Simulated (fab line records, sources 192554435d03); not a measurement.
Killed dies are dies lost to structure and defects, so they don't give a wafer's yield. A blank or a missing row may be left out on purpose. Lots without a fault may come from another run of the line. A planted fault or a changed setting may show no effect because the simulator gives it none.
fab line records | flow n5_finfet
record lots=5 wafers=15 last_day=18
route steps=1938 shown BEOL_M10@1479 PASSIVATION@1936
lots that met no fault: from a run of the same line without faults
start_h: hours from the record's first day to the start of the lot's first wafer shown | wait_h: hours since the lot's step before | " the same as in the row above | L1.1+2: a row that stands for several wafers | - no value, or no start given | * or withheld: withheld | < > ~ a bound
route shown NAME@n: a module of which the file shows steps, and the number in the route of the first | usual: mean/standard deviation of fault-free wafers | same: alike in all rows | chamber/n: place in a boat | sites: the reading at each site | _std_site: their standard deviation | _edge_site: outer sites' mean less inner sites' | radius_mm: how far each site lies from the wafer's centre | mask NAME#n: copy n | behind: the tool/chamber that last shaped the wafer | hold: why the lot was held/for how many hours/how that ended | device: the transistor (n, p or np) that didn't switch | end of line: the same wafers' tests at the end of the route | a step without rows: its recipe alone | killed: dies lost to structure and defects at the first sort, not the wafer's yield | map: a wafer's dies, x killed, . not, _ none there
set.NAME: the setting as run; set.NAME@STEP: as run at that earlier step | model.NAME: the simulator's own value behind a step, which no gauge read
lots at some steps of the route; a table a step, a row a wafer
services: from which hour (start_h, from the record's first day; less than 0 if before it) a tool's chamber was out of use, for how many hours, and why
## steps
# step N5_BEOL_M10_SOFTBAKE_06
# recipe temp_c=110 time_s=60 resist=CAR-ArF
# step N5_BEOL_M10_EXPOSE_08
# recipe mask_id=M10 na=1.35 source_shape=dipole sigma_inner=0.411 sigma_outer=0.611 polarization=te dose_mj=53.75
# step N5_BEOL_M10_PEB_09
# recipe peb_temp_c=withheld peb_time_s=60 resist=CAR-ArF
# step N5_BEOL_M10_DEVELOP_10
# recipe develop_time_s=30 developer=TMAH resist=CAR-ArF rinse_liquid=diw dry=air_spin dev_temp_c=23
# step N5_BEOL_M10_CD_MEAS_11
# recipe target_cd_nm=64.1 landing_energy_ev=500 detector=se_inlens polarity=opening
# usual cd_nm=64.3/0.67
# columns lot.wafer tool chamber start_h wait_h cd_nm
L573.1 cd_sem-03 0 234.45 - 64.7
L573.4 " 0 " " 65.3
L573.5 " 0 " " 65.0
L576.1 cd_sem-01 0 258.95 - 64.9
L576.4 " 0 " " 65.1
L576.6 " 0 " " 64.6
L584.2 cd_sem-03 0 301.26 - 64.5
L584.4 " 0 " " 65.2
L584.5 " 0 " " 64.6
L594.1 cd_sem-01 0 367.85 - 64.0
L594.2 " 0 " " 65.4
L594.3 " 0 " " 63.7
L595.1 cd_sem-01 0 368.45 - 63.8
L595.4 " 0 " " 64.3
L595.5 " 0 " " 63.0
# step N5_BEOL_M10_OVL_MEAS_12
# recipe points_per_wafer=44
# usual M10_OVL=-0.1/0.83
# columns lot.wafer tool chamber start_h wait_h M10_OVL[nm]
L573.1 overlay-01 0 234.48 0.0 1.1
L573.4 " 0 " " 0.8
L573.5 " 0 " " 0.5
L576.1 overlay-01 0 258.98 0.0 -0.2
L576.4 " 0 " " -0.3
L576.6 " 0 " " -0.5
L584.2 overlay-01 0 301.29 0.0 0.5
L584.4 " 0 " " -0.3
L584.5 " 0 " " 0.9
L594.1 overlay-01 0 367.88 0.0 0.0
L594.2 " 0 " " -0.7
L594.3 " 0 " " -0.5
L595.1 overlay-02 0 368.48 0.0 0.2
L595.4 " 0 " " -1.2
L595.5 " 0 " " -0.8
# step N5_BEOL_M10_INSPECT_13
# recipe mode=adi inspect_instrument=brightfield
# usual raw_defect_count=456/110
# columns lot.wafer tool chamber start_h wait_h raw_defect_count
L573.1 defect_inspect-01 - 234.50 0.0 303
L573.4 " - " " 278
L573.5 " - " " 264
L576.1 defect_inspect-01 - 259.00 0.0 418
L576.4 " - " " 466
L576.6 " - " " 626
L584.2 defect_inspect-01 - 301.32 0.0 550
L584.4 " - " " 484
L584.5 " - " " 463
L594.1 defect_inspect-02 - 367.90 0.0 354
L594.2 " - " " 331
L594.3 " - " " 287
L595.1 defect_inspect-02 - 368.50 0.0 527
L595.4 " - " " 535
L595.5 " - " " 642
# step N5_BEOL_M10_DESCUM_16
# recipe chemistry=O2 time_s=7.9 source_power_w=50 bias_power_w=20 pressure_mtorr=20 rf_frequency_hz=2.712e+07 temp_c=40 resist=CAR-ArF o2_flow_sccm=225
# usual drypump_motor_current_A=6.0/0.48 oes_product_au=0.80/0.089 rf_vpp_V=243.3/1.3 showerhead_plenum_p_Torr=2.10/0.072 throttle_valve_pct=20.35/0.2
# same time_s=7.9
# columns lot.wafer tool chamber start_h wait_h drypump_motor_current_A oes_product_au rf_hours_counter_h rf_vpp_V showerhead_plenum_p_Torr throttle_valve_pct
L573.1 rie_diel-06 2 234.54 0.0 4.9 0.70 234 243.1 2.08 20.57
L573.4 " 0 " " 6.4 0.73 154 242.0 2.09 20.20
L573.5 " 2 " " 4.9 0.70 - 242.6 2.08 20.60
L576.1 rie_diel-06 2 259.28 0.3 4.9 0.69 244 242.8 2.08 20.60
L576.4 " 0 " " 6.4 0.72 165 242.1 2.08 20.21
L576.6 " 2 " " 4.9 0.69 - 241.7 2.08 20.59
L584.2 rie_diel-04 1 301.35 0.0 5.8 0.88 37 244.9 2.12 20.19
L584.4 " 2 " " 5.9 0.79 122 244.6 2.18 20.36
L584.5 " 1 " " 5.9 0.88 - 243.9 2.12 20.20
L594.1 rie_diel-04 0 368.33 0.4 5.9 0.80 107 245.4 2.18 20.62
L594.2 " 1 " " 5.9 0.84 62 242.8 2.11 20.22
L594.3 " 0 " " 5.9 0.79 - 244.8 2.18 20.60
L595.1 rie_diel-06 0 368.98 0.5 6.4 0.69 207 243.2 2.07 20.27
L595.4 " 2 " " 4.9 0.91 26 243.8 2.06 20.29
L595.5 " 0 " " 6.3 0.69 - 243.3 2.07 20.27
# step N5_BEOL_M10_ETCH_61
# recipe chemistry=CF4 target=SiARC target_depth_a=390 mask_material=CAR-ArF time_s=65 ion_energy_ev=80 pressure_mtorr=40 source_w=545 bias_w=36 Ar_flow_sccm=100 cf4_flow_sccm=100 ends=cleared
# usual drypump_motor_current_A=6.0/0.48 etch_rf_on_time_s=66.0/2.1 oes_product_au=0.68/0.074 rf_vpp_V=184.2/1.2 showerhead_plenum_p_Torr=2.15/0.074 throttle_valve_pct=15.52/0.16
# columns lot.wafer tool chamber start_h wait_h drypump_motor_current_A etch_rf_on_time_s oes_product_au rf_hours_counter_h rf_vpp_V showerhead_plenum_p_Torr throttle_valve_pct
L573.1 rie_diel-06 2 234.57 0.0 4.9 65.7 0.60 234 184.0 2.11 15.66
L573.4 " 0 " " 6.4 66.5 0.63 154 184.6 2.15 15.52
L573.5 " 2 " " 4.9 65.5 0.60 - 184.5 2.11 15.67
L576.1 rie_diel-06 2 259.31 0.0 4.9 65.3 0.60 244 184.3 2.11 15.67
L576.4 " 0 " " 6.4 65.5 0.62 165 184.0 2.15 15.53
L576.6 " 2 " " 4.9 65.3 0.60 - 184.0 2.11 15.68
L584.2 rie_diel-04 1 301.39 0.0 5.8 65.8 0.73 37 182.9 2.16 15.33
L584.4 " 2 " " 6.0 64.1 0.67 122 184.9 2.24 15.64
L584.5 " 1 " " 5.8 65.6 0.74 - 183.9 2.16 15.35
L594.1 rie_diel-04 0 368.38 0.0 5.9 67.6 0.66 107 186.2 2.21 15.70
L594.2 " 1 " " 5.8 66.3 0.69 62 184.5 2.16 15.39
L594.3 " 0 " " 5.9 68.1 0.67 - 184.3 2.21 15.69
L595.1 rie_diel-06 0 369.02 0.0 6.4 66.8 0.59 207 184.9 2.14 15.64
L595.4 " 2 " " 4.9 63.5 0.79 26 183.9 2.10 15.26
L595.5 " 0 " " 6.4 66.5 0.60 - 183.0 2.14 15.63
# step N5_BEOL_M10_ETCH_62
# recipe chemistry=N2/H2 target=SOC target_depth_a=1100 overetch_a=220 mask_material=SiARC temp_c=40 time_s=165 ion_energy_ev=200 pressure_mtorr=30 source_w=840 bias_w=150 n2_flow_sccm=200 h2_flow_sccm=200
# usual drypump_motor_current_A=6.0/0.48 h2_flow_sccm=199.9/0.57 n2_flow_sccm=200.0/0.57 oes_product_au=0.68/0.068 rf_vpp_V=524.2/2.7 showerhead_plenum_p_Torr=2.55/0.096 throttle_valve_pct=17.76/0.26
# same time_s=165
# columns lot.wafer tool chamber start_h wait_h drypump_motor_current_A h2_flow_sccm n2_flow_sccm oes_product_au rf_hours_counter_h rf_vpp_V showerhead_plenum_p_Torr throttle_valve_pct
L573.1 rie_diel-06 2 234.62 0.0 4.9 199.0 200.0 0.61 234 522.7 2.52 18.07
L573.4 " 0 " " 6.4 200.6 201.1 0.63 154 524.3 2.55 17.82
L573.5 " 2 " " 4.9 199.8 200.7 0.61 - 521.7 2.52 18.08
L576.1 rie_diel-06 2 259.36 0.0 4.9 200.3 199.7 0.60 244 521.8 2.51 18.10
L576.4 " 0 " " 6.4 199.9 200.8 0.62 165 523.7 2.55 17.84
L576.6 " 2 " " 4.9 200.3 199.8 0.60 - 523.2 2.51 18.07
L584.2 rie_diel-04 1 301.44 0.0 5.9 200.0 200.8 0.73 37 526.4 2.59 17.58
L584.4 " 2 " " 5.9 200.6 200.2 0.67 122 527.8 2.65 17.87
L584.5 " 1 " " 5.9 200.1 200.3 0.72 - 525.8 2.59 17.57
L594.1 rie_diel-04 0 368.46 0.1 5.9 200.1 200.5 0.68 107 527.8 2.68 18.22
L594.2 " 1 " " 5.9 200.5 199.6 0.69 62 523.3 2.58 17.62
L594.3 " 0 " " 5.9 200.1 200.5 0.68 - 526.9 2.68 18.23
L595.1 rie_diel-06 0 369.07 0.0 6.4 201.2 199.3 0.60 207 521.7 2.53 17.90
L595.4 " 2 " " 4.9 199.1 200.2 0.77 26 522.4 2.50 17.75
L595.5 " 0 " " 6.4 201.2 199.7 0.60 - 522.6 2.53 17.91
# step N5_BEOL_M10_STRIP_68
# recipe chemistry=N2/H2 temp_c=40 n2_flow_sccm=200 h2_flow_sccm=200 rf_frequency_hz=6e+07
# step N5_BEOL_M10_STRIP_67
# recipe chemistry=CF4 resist=SiARC power_w=300 bias_power_w=75 pressure_mtorr=50 cf4_flow_sccm=150 rf_frequency_hz=6e+07
# step N5_BEOL_M10_HM_OPEN_17
# recipe chemistry=Cl2/BCl3 target_depth_a=200 overetch_a=60 target=TiN mask_material=SOC ion_energy_ev=150 pressure_mtorr=10 icp_w=1000 bias_w=126 Cl2_flow_sccm=53.25 bcl3_flow_sccm=21.75 Ar_flow_sccm=25
# usual drypump_motor_current_A=5.7/0.42 mfc_cl2_sccm=53.27/0.17 oes_product_au=0.71/0.091 throttle_valve_pct=22.10/0.24
# columns lot.wafer tool chamber start_h wait_h drypump_motor_current_A mfc_cl2_sccm oes_product_au rf_hours_counter_h throttle_valve_pct
L573.1 rie_metal-03 0 234.81 0.0 5.9 53.49 0.67 35 22.30
L573.4 " 0 " " 5.9 53.42 0.66 - 22.28
L573.5 " 0 " " 5.9 53.32 0.66 - 22.30
L576.1 rie_metal-01 0 259.55 0.0 6.2 53.05 0.77 7 21.68
L576.4 " 1 " " 5.0 53.35 0.54 - 22.29
L576.6 " 1 " " 5.0 53.05 0.52 - 22.28
L584.2 rie_metal-01 1 301.62 0.0 5.0 53.29 0.53 117 22.29
L584.4 " 1 " " 5.0 53.28 0.52 - 22.29
L584.5 " 0 " " 6.2 53.56 0.75 - 21.71
L594.1 rie_metal-02 0 368.73 0.0 5.8 53.28 0.73 17 22.19
L594.2 " 1 " " 5.8 53.06 0.73 10 22.14
L594.3 " 0 " " 5.8 53.33 0.73 - 22.20
L595.1 rie_metal-03 1 369.26 0.0 5.3 53.28 0.73 12 22.25
L595.4 " 1 " " 5.3 53.25 0.73 - 22.26
L595.5 " 1 " " 5.3 53.30 0.73 - 22.26
# step N5_BEOL_M10_STRIP_19
# recipe chemistry=O2 power_w=400 temp_c=40 pressure_mtorr=30 rf_frequency_hz=6e+07 bias_power_w=0 overash_fraction=0.2 o2_flow_sccm=225
# usual drypump_motor_current_A=6.0/0.46 oes_product_au=0.82/0.094 rf_vpp_V=3.6/0.63 showerhead_plenum_p_Torr=2.10/0.071 throttle_valve_pct=16.58/0.19
# columns lot.wafer tool chamber start_h wait_h drypump_motor_current_A oes_product_au rf_hours_counter_h rf_vpp_V showerhead_plenum_p_Torr throttle_valve_pct
L573.1 rie_diel-06 3 235.01 0.2 6.4 0.77 151 3.5 2.19 16.69
L573.4 " 1 " " 5.7 0.79 110 2.9 2.04 16.56
L573.5 " 2 " " 5.0 0.70 - 3.5 2.08 16.82
L576.1 rie_diel-02 0 259.66 0.1 5.8 0.70 212 4.4 2.01 16.73
L576.4 " 1 " " 6.3 0.80 86 3.6 2.12 16.68
L576.6 " 2 " " 5.8 0.97 - 3.9 2.05 16.32
L584.2 rie_diel-04 2 301.89 0.2 6.0 0.78 122 3.1 2.18 16.63
L584.4 " 0 " " 5.9 0.83 81 2.8 2.20 16.78
L584.5 " 3 " " 5.8 0.91 - 4.3 2.24 16.14
L594.1 rie_diel-06 1 368.87 0.1 5.7 0.74 163 3.4 2.02 16.67
L594.2 " 0 " " 6.4 0.69 207 5.0 2.07 16.59
L594.3 " 2 " " 4.9 0.91 26 3.0 2.07 16.45
L595.1 rie_diel-02 3 369.41 0.1 6.8 0.86 41 4.2 2.03 16.66
L595.4 " 2 " " 5.8 0.88 - 3.3 2.04 16.39
L595.5 " 1 " " 6.3 0.77 - 3.5 2.11 16.74
# step N5_BEOL_M10_CD_MEAS_18
# recipe pitch_nm=140 target_cd_nm=70
# usual cd_nm=70.3/0.76
# columns lot.wafer tool chamber start_h wait_h cd_nm
L573.1 cd_sem-03 - 235.08 0.0 70.8
L573.4 " - " " 71.0
L573.5 " - " " 71.2
L576.1 cd_sem-02 - 259.73 0.0 71.8
L576.4 " - " " 70.5
L576.6 " - " " 70.7
L584.2 cd_sem-01 - 301.96 0.1 70.8
L584.4 " - " " 71.1
L584.5 " - " " 71.4
L594.1 cd_sem-03 - 368.94 0.0 70.7
L594.2 " - " " 71.4
L594.3 " - " " 70.7
L595.1 cd_sem-03 - 369.48 0.0 69.2
L595.4 " - " " 70.0
L595.5 " - " " 68.7
# step N5_BEOL_M10_COAT_63
# recipe resist=SOC temp_c=250 time_s=60 spin_rpm=1500 resist_thk_nm=100
# step N5_BEOL_M10_COAT_64
# recipe resist=SiARC temp_c=220 time_s=60 spin_rpm=1500 resist_thk_nm=30
# step N5_BEOL_M10_COAT_22
# recipe resist=CAR-ArF spin_rpm=1500 resist_thk_nm=90
# step N5_BEOL_M10_EBR_24
# recipe solvent=PGMEA ebr_width_mm=1.5
# step N5_BEOL_M10_SOFTBAKE_23
# recipe temp_c=110 time_s=60 resist=CAR-ArF
# step N5_BEOL_M10_EXPOSE_25
# recipe mask_id=V9 na=1.35 source_shape=annular sigma_inner=0.5 sigma_outer=0.8 polarization=unpolarized dose_mj=85.5
# step N5_BEOL_M10_PEB_26
# recipe peb_temp_c=withheld peb_time_s=60 resist=CAR-ArF
# step N5_BEOL_M10_DEVELOP_27
# recipe develop_time_s=30 developer=TMAH resist=CAR-ArF rinse_liquid=diw dry=air_spin dev_temp_c=23
# step N5_BEOL_M10_CD_MEAS_28
# recipe target_cd_nm=70 landing_energy_ev=500 detector=se_inlens polarity=opening
# usual cd_nm=69.5/1.2
# columns lot.wafer tool chamber start_h wait_h cd_nm
L573.1 cd_sem-01 0 237.46 - 68.2
L573.4 " 0 " " 69.1
L573.5 " 0 " " 67.3
L576.1 cd_sem-01 0 260.34 - 68.2
L576.4 " 0 " " 67.0
L576.6 " 0 " " 69.5
L584.2 cd_sem-01 0 302.37 - 70.5
L584.4 " 0 " " 70.2
L584.5 " 0 " " 70.6
L595.1 cd_sem-01 0 371.11 - 71.2
L595.4 " 0 " " 68.8
L595.5 " 0 " " 70.6
L594.1 cd_sem-03 0 371.37 - 68.0
L594.2 " 0 " " 67.4
L594.3 " 0 " " 68.5
# step N5_BEOL_M10_OVL_MEAS_29
# recipe points_per_wafer=44
# usual V9_OVL=0.0/0.56
# columns lot.wafer tool chamber start_h wait_h V9_OVL[nm]
L573.1 overlay-02 0 237.49 0.0 -0.6
L573.4 " 0 " " 0.3
L573.5 " 0 " " 0.0
L576.1 overlay-02 0 260.37 0.0 -0.7
L576.4 " 0 " " -0.2
L576.6 " 0 " " -0.6
L584.2 overlay-02 0 302.40 0.0 1.1
L584.4 " 0 " " 0.8
L584.5 " 0 " " 0.7
L595.1 overlay-01 0 371.14 0.0 0.1
L595.4 " 0 " " -0.4
L595.5 " 0 " " -1.0
L594.1 overlay-02 0 371.40 0.0 0.2
L594.2 " 0 " " 0.3
L594.3 " 0 " " -0.1
# step N5_BEOL_M10_INSPECT_30
# recipe mode=adi inspect_instrument=brightfield
# usual raw_defect_count=456/110
# columns lot.wafer tool chamber start_h wait_h raw_defect_count
L573.1 defect_inspect-01 - 237.52 0.0 313
L573.4 " - " " 290
L573.5 " - " " 269
L576.1 defect_inspect-01 - 260.42 0.1 408
L576.4 " - " " 453
L576.6 " - " " 622
L584.2 defect_inspect-01 - 302.43 0.0 824
L584.4 " - " " 715
L584.5 " - " " 724
L595.1 defect_inspect-01 - 371.16 0.0 526
L595.4 " - " " 555
L595.5 " - " " 610
L594.1 defect_inspect-01 - 371.43 0.0 349
L594.2 " - " " 334
L594.3 " - " " 275
# step N5_BEOL_M10_DESCUM_33
# recipe chemistry=O2 time_s=7.9 source_power_w=50 bias_power_w=20 pressure_mtorr=20 rf_frequency_hz=2.712e+07 temp_c=40 resist=CAR-ArF o2_flow_sccm=225
# usual drypump_motor_current_A=6.0/0.41 oes_product_au=0.84/0.09 rf_vpp_V=243.5/1.5 showerhead_plenum_p_Torr=2.11/0.078 throttle_valve_pct=20.31/0.21
# same time_s=7.9
# columns lot.wafer tool chamber start_h wait_h drypump_motor_current_A oes_product_au rf_hours_counter_h rf_vpp_V showerhead_plenum_p_Torr throttle_valve_pct
L573.1 rie_diel-04 0 237.55 0.0 5.9 0.85 60 244.1 2.20 20.53
L573.4 " 2 " " 6.0 0.81 98 242.9 2.18 20.35
L573.5 " 0 " " 5.9 0.84 - 244.6 2.20 20.53
L576.1 rie_diel-04 0 260.46 0.0 5.9 0.84 68 245.1 2.20 20.55
L576.4 " 1 " " 5.8 0.90 24 245.3 2.13 20.16
L576.6 " 3 " " 5.8 0.94 - 245.5 2.24 19.82
L584.2 rie_diel-06 2 302.62 0.2 4.9 0.99 2 244.0 2.07 20.25
L584.4 " 1 " " 5.8 0.77 138 242.0 2.02 20.32
L584.5 " 1 " " 5.7 0.77 - 242.1 2.02 20.33
L595.1 rie_diel-02 1 371.19 0.0 6.3 0.76 127 244.9 2.10 20.54
L595.4 " 1 " " 6.3 0.76 - 242.9 2.10 20.56
L595.5 " 2 " " 5.9 0.89 - 242.0 2.03 20.19
L594.1 rie_diel-06 1 371.71 0.3 5.8 0.74 164 240.5 2.01 20.37
L594.2 " 0 " " 6.4 0.68 208 244.1 2.07 20.28
L594.3 " 3 " " 6.4 0.72 204 245.9 2.17 20.61
# step N5_PASSIVATION_PROBE_49
# usual defect_limited_yield=91.5/1.4 killed_at_M0_to_M3=32/11 killed_at_M4_up=12/4.4 killed_at_contacts=13/6.1 killed_at_front_end=39/12 killed_at_other=3.9/3 killed_dies=100/17 killed_open=66/12 killed_short=33/7.4 sort_bin_4_leakage=0.03/0.14 sort_bin_5_function=5.0/0.95 sort_bin_6_memory=3.2/0.66 sort_bin_8_speed=0.0/0.33 sort_n_pass=1079/17 sort_yield_pct=91.4/1.5
# same gross_dies=1180 killed_at_back_side=0
# columns lot.wafer tool chamber start_h wait_h defect_limited_yield[%] killed_at_M0_to_M3 killed_at_M4_up killed_at_contacts killed_at_front_end killed_at_other killed_dies killed_open killed_short sort_bin_4_leakage[%] sort_bin_5_function[%] sort_bin_6_memory[%] sort_bin_8_speed[%] sort_n_pass sort_yield_pct[%]
L584.2 prober-02 - 353.66 0.1 83.4 28 107 12 42 7 196 73 27 0.34 11.0 4.6 0 980 83.1
L584.4 prober-02 - 353.76 0.2 86.3 24 94 8 28 8 162 37 33 0 9.6 3.1 0 1018 86.3
L584.5 prober-02 - 353.81 0.2 84.9 36 73 10 48 11 178 78 34 0 9.3 4.5 0 1002 84.9
# killed by level:class
L584.2 BEOL_M10:unspecified=93 STI_FIN_REVEAL:geometric_particle:open=15 MOL_CONTACT_COAG:geometric_particle:open=10 BEOL_M1:geometric_particle:open=8 FIN_SAQP:geometric_particle:short=7 BEOL_M0_SAQP:geometric_particle:open=7 BEOL_M0_SAQP:geometric_particle:short=7 FIN_SAQP:geometric_particle:open=6
L584.4 BEOL_M10:unspecified=90 MOL_CONTACT_COAG:geometric_particle:open=6 BEOL_M0_SAQP:geometric_particle:short=6 FIN_SAQP:geometric_particle:open=5 ILD0:geometric_particle:short=5 BEOL_M0_SAQP:geometric_particle:open=5 BEOL_M2:geometric_particle:open=5 STI_FIN_REVEAL:geometric_particle:open=4
L584.5 BEOL_M10:unspecified=64 STI_FIN_REVEAL:geometric_particle:open=17 BEOL_M3:geometric_particle:open=12 BEOL_M0_SAQP:geometric_particle:open=7 FIN_SAQP:geometric_particle:short=6 MOL_CONTACT_COAG:geometric_particle:open=6 STARTING-WAFER:geometric_particle:open=6 BEOL_M1:geometric_particle:open=5
# map L584.2 (x killed, . not)
_________________............________________
______________...........x......_____________
___________.x....x.................__________
__________.......................xx._________
________...........x......x......x...._______
_______.....x....x.....................______
______xx...x...x..x....................._____
_____.............xx.x..........x........____
____...........x...............x..........___
___...........x....x.......................__
___......x.x.............xx...........x.x..__
__..............x..........................._
__......x.x.....x...................x......._
_.................x...........xx.........xx..
_....x..x.x.....x...x...........xxxx.x...x.x.
_.......................x..x.xx.xxxxx.x......
_................x........x.x.xxxxxxxxx......
_..............x..x.......x..xxxxxxxxxxxx....
_............x.............xxxxxxxxxxx.x.....
_....................x....xxxxxxxxxxxxxx.x...
_..x..............x..........xxxxxxxxxx.x....
__..........................x.xxxxxx.x..x..._
__...........x....x.x.......xxxxxx.xxx.x...._
___.............x...............xx..x......__
___.x..........................xxx...x.....__
____........................xxx..x.x......___
_____..xxx...x.......x...x............x..____
______.........x.x.................x...._____
_______.x....x....x.x.............x.x..______
________....x.x...xx.x.............x.._______
__________.....x......x..x.........._________
___________.....x.............x....__________
______________.................._____________
_________________..x...x..x..________________
# map L576.4 (x killed, . not)
_________________x...........________________
______________..x..x.x.........._____________
___________..........x............x__________
__________.................x..x....._________
________...x...............x.........._______
_______.x............xx..........x..x..______
______.x..............x...x..x.........._____
_____......xx......x......x....x....x...x____
____..........x........x..................___
___.....x..x.....................x..x......__
___..x..x.....x.........x.......x..........__
__............x............xx........x......_
__.....x............x................x......_
_.................x.........x......x.......x.
_...x.........x...............x.x............
_.x..............x.......x........xx......x..
_.x...................x...x.................x
_..x....xx.x.x...............................
_..................x.........x..........x...x
_................x...........x...........x.x.
_...........................xx......x..x.....
__.......x.............x..x..........x......_
__........x...x....x........................_
___...x..........................x.xx......__
___.x.....x......x......................x..__
____......................................___
_____........x..............x............____
______.........x.......x.........x....x._____
_______x....x.......x..................______
________..x.....x............x........_______
__________.............x.......x...._________
___________...................x....__________
______________..........x.....x._____________
_________________........x...________________
## services
# columns tool chamber start_h hours kind
rie_diel-02 2 211.37 - clean
rie_diel-02 2 211.37 - consumable_replace:focus_ring
rie_diel-02 2 211.37 23.8 scheduled_down
rie_diel-02 2 211.37 23.8 vent_cycle
rie_diel-02 3 235.38 - clean
rie_diel-02 3 235.38 - consumable_replace:focus_ring
rie_diel-02 3 235.38 20.2 scheduled_down
rie_diel-02 3 235.38 20.2 vent_cycle
rie_diel-06 2 274.97 - clean
rie_diel-06 2 274.97 - consumable_replace:focus_ring
rie_diel-06 2 274.97 20.6 scheduled_down
rie_diel-06 2 274.97 20.6 vent_cycle
rie_metal-03 0 277.46 1.2 repair
rie_diel-06 - 279.75 0.6 repair
rie_metal-02 0 281.18 8.2 repair
rie_metal-01 - 282.30 2.8 pm
rie_metal-01 1 313.16 2.2 repair
rie_metal-02 - 342.30 1.0 repair
rie_metal-02 - 349.32 1.4 pm
rie_diel-04 2 365.46 5.0 repair
rie_diel-02 0 366.23 - clean
rie_diel-02 0 366.23 - consumable_replace:focus_ring
rie_diel-02 0 366.23 18.5 scheduled_down
rie_diel-02 0 366.23 18.5 vent_cycle
## key
first_sign step=N5_BEOL_M10_INSPECT_30 reading=raw_defect_count direction=up sigmas=2.8 usual=456 struck=754
effect step=N5_PASSIVATION_PROBE_49 reading=killed_at_M4_up direction=up sigmas=18 usual=12 struck=91
more_kills_born_at N5_BEOL_M10_HM_OPEN_17@rie_metal-01=247
met_at N5_BEOL_M10_HM_OPEN_17
struck_wafers L584.2,L584.4,L584.5
onset_between 259.55 301.62
also_fits N5_BEOL_M10_STRIP_19:rie_diel-04
fault kind=chamber_particle_source tool=rie_metal-01 chamber=- onset_h=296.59 steps=N5_BEOL_M10_HM_OPEN_17 rate_per_visit_cm2=0.42903 end_h=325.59
